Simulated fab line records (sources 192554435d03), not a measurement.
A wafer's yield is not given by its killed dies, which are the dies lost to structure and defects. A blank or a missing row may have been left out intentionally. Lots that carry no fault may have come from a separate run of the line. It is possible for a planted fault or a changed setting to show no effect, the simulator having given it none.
Which of the tools did it? + flow n5Finfet + 36 wafers sampled from 12 lots at 1 step of a route of 1938

WHAT THE GAUGES READ, wafer by wafer
N5_MOL_CONTACT_COAG_CD_MEAS_08: the cd target is 28 nm.
| lot  | measured     | on       | cdNm (nm)         |
|------|--------------|----------|-------------------|
| L075 | day 5 01:42  | cdSem-02 | 28.00 28.26 28.37 |
| L077 | day 5 14:07  | cdSem-03 | 28.04 27.82 28.42 |
| L079 | day 6 01:47  | cdSem-03 | 27.72 27.83 27.67 |
| L081 | day 6 15:01  | cdSem-02 | 27.95 28.04 28.30 |
| L083 | day 6 22:40  | cdSem-01 | 27.90 27.89 27.53 |
| L085 | day 7 10:55  | cdSem-02 | 27.78 27.81 27.81 |
| L087 | day 8 00:51  | cdSem-03 | 28.30 27.91 28.19 |
| L089 | day 8 15:27  | cdSem-03 | 27.81 28.00 27.90 |
| L091 | day 9 01:43  | cdSem-01 | 27.69 27.85 27.84 |
| L093 | day 9 09:31  | cdSem-01 | 28.14 27.79 27.96 |
| L095 | day 9 21:25  | cdSem-03 | 28.32 27.79 27.87 |
| L097 | day 10 08:25 | cdSem-01 | 27.90 27.85 28.08 |

TOOL THAT RAN EACH LOT (tool first, then ch and the chambers of the sampled wafers, then the start)
Record: no process step prior to these readings.

THE ANSWER, worked out from the rows above alone
Rule: the lots themselves supply what counts as usual. Put in order of their means at a reading, lots are off if they are a third of the lots or fewer, leave a main group of 4 or more, and stand apart from it by a gap of 3 or more times the standard deviation of the main group's means; of several such gaps the widest counts. A main group is skipped when, at the precision printed for the reading in the tables above, its means are all equal. A lot without any number at a reading at which 4 lots or more have one is off too. Where the step has rows for the other lots, those lots are counted as sound.
None of the lots is off at any reading shown; this tells nothing.

WHAT WAS PUT IN BY THE SIMULATOR
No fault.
